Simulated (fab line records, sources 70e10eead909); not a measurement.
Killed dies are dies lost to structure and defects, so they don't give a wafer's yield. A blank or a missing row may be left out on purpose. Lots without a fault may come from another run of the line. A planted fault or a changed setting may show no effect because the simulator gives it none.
A struck lot beside a sound one | flow nand_harc | 21 steps out of a route of 1302
Sound: wafers L740.2, L740.3, L740.5. Struck: wafers L754.5, L754.6. The cause comes at the end.
At each step with rows: each side's tool, then ch and its chambers, then its first start. Under that, the readings that differ: sound wafers | struck wafers | difference of the means | sigmas: that difference in standard deviations of wafers without a fault.
alike: readings whose means differ by less than 2 such deviations, and words and numbers that are the same on both sides. not compared: withheld readings, readings that some wafer has no value for, bounds like >300 that may hide the same value, and numbers for which the record gives no deviation and whose values overlap.
The two part at a step that has a row with sigmas, a row that says differs or no value, or rows on one side only. Numbers that don't overlap but have no deviation are shown without sigmas and don't part them. A reading that every wafer of one side lacks parts them only if that side has two wafers or more.

NHARC_A_M1_OVL_MEAS_10: pitch 240 nm.
  sound on overlay-02, day 23 12:02; struck on overlay-02, day 28 16:56
  alike: overlay_x_nm, overlay_y_nm
NHARC_A_M1_INSPECT_11:
  sound on defect_inspect-01, day 23 12:04; struck on defect_inspect-01, day 28 16:59
  reading          | sound    | struck  | difference | sigmas
  raw_defect_count | 56 61 71 | 141 146 | +81        | +2
then, 1 step without rows for these wafers: NHARC_A_M1_DESCUM_14 (chemistry O2, time 3 s).
NHARC_A_M1_ETCH_35: etches the open film in N2/H2, target depth 40 nm, overetch 12 nm, time 43.94 s.
  sound on rie_diel-11 ch 0,1,2, day 23 12:14; struck on rie_diel-08 ch 1,2, day 28 17:09
  alike: drypump_motor_current_A, mfc_ar_sccm, oes_product_au, rf_vpp_V, showerhead_plenum_p_Torr, throttle_valve_pct
  not compared: rf_hours_counter_h
NHARC_A_M1_ETCH_15: etches the open film in C4F8/Ar, target depth 182.5 nm, time 91.2 s.
  sound on rie_diel-11 ch 2,3; struck on rie_diel-08 ch 0,3
  alike: oes_product_au, rf_vpp_V
  not compared: rf_hours_counter_h
NHARC_A_M1_CD_MEAS_16:
  sound on cd_sem-03, day 23 12:26; struck on cd_sem-02, day 28 17:21
  alike: cd_nm
then, 4 steps without rows for these wafers: NHARC_A_M1_STRIP_18 (strips in N2/H2); NHARC_A_M1_ETCH_28 (etches the open film in CF4/N2, target depth 30 nm, time 72.99 s); NHARC_A_M1_STRIP_19 (strips in post etch residue remover, time 600 s); NHARC_A_M1_DEGAS_29 (time 60 s).
NHARC_A_M1_PRE_CLEAN_30: time 30 s.
  sound on pvd_sputter-02; struck on pvd_sputter-01
  alike: heater_power_w
NHARC_A_M1_PVD_20: deposits TaN, target thk 5 nm, time 8.06 s.
  sound on pvd_sputter-02; struck on pvd_sputter-01
  alike: throttle_valve_pct
NHARC_A_M1_PVD_21: deposits Cu, target thk 30 nm, time 20.49 s.
  sound on pvd_sputter-02, day 23 13:25; struck on pvd_sputter-01, day 28 18:19
  alike: throttle_valve_pct
then, 1 step without rows for these wafers: NHARC_A_M1_ECD_22 (material Cu, target thk 400 nm).
NHARC_A_M1_ANNEAL_31: time 90 s.
  sound on rtp_anneal-02 ch 0, day 23 14:02; struck on rtp_anneal-01 ch 0, day 28 19:00
  alike: wafer_temp_C_max
then, 2 steps without rows for these wafers: NHARC_A_M1_CMP_23 (polishes, t overpolish 20 s, target thk 154.34 nm); NHARC_A_M1_SRD_25.
NHARC_A_M1_INSPECT_27:
  sound on defect_inspect-01, day 23 14:48; struck on defect_inspect-02, day 28 23:30
  alike: raw_defect_count
then, 2 steps without rows for these wafers: NHARC_A_M1_PRE_CLEAN_32 (time 12 s); NHARC_A_M1_DEP_33 (deposits SiCN, target thk 30 nm).
NHARC_END_SORT_01:
  sound on prober-02 ch 0, day 25 01:22; struck on prober-01 ch 0, day 30 10:59
  reading                  | sound          | struck    | difference | sigmas
  defect_limited_yield (%) | 92.9 93.6 92.0 | 0 0       | -93        | -34
  killed_at_array          | 39 38 45       | 670 673   | +631       | +35
  killed_dies              | 48 43 54       | 677 677   | +629       | +35
  sort_bin_2_pct (%)       | 2.4 3.2 1.6    | 93.8 91.9 | +90.4      | +75
  sort_bin_3_pct (%)       | 0.3 0.4 1.0    | 1.0 2.1   | +1.0       | +3
  sort_n_pass              | 629 634 623    | 0 0       | -629       | -35
  sort_rim_yield_pct (%)   | 91 92 90       | 0 0       | -91        | -20
  sort_yield_pct (%)       | 92.9 93.6 92.0 | 0 0       | -93        | -34
  alike: killed_at_other, killed_at_periphery, killed_open, killed_short, sort_bin_4_pct

WHERE THEY PART
First at NHARC_A_M1_INSPECT_11; last, within this record, at NHARC_END_SORT_01.

WHY: what the simulator had put in
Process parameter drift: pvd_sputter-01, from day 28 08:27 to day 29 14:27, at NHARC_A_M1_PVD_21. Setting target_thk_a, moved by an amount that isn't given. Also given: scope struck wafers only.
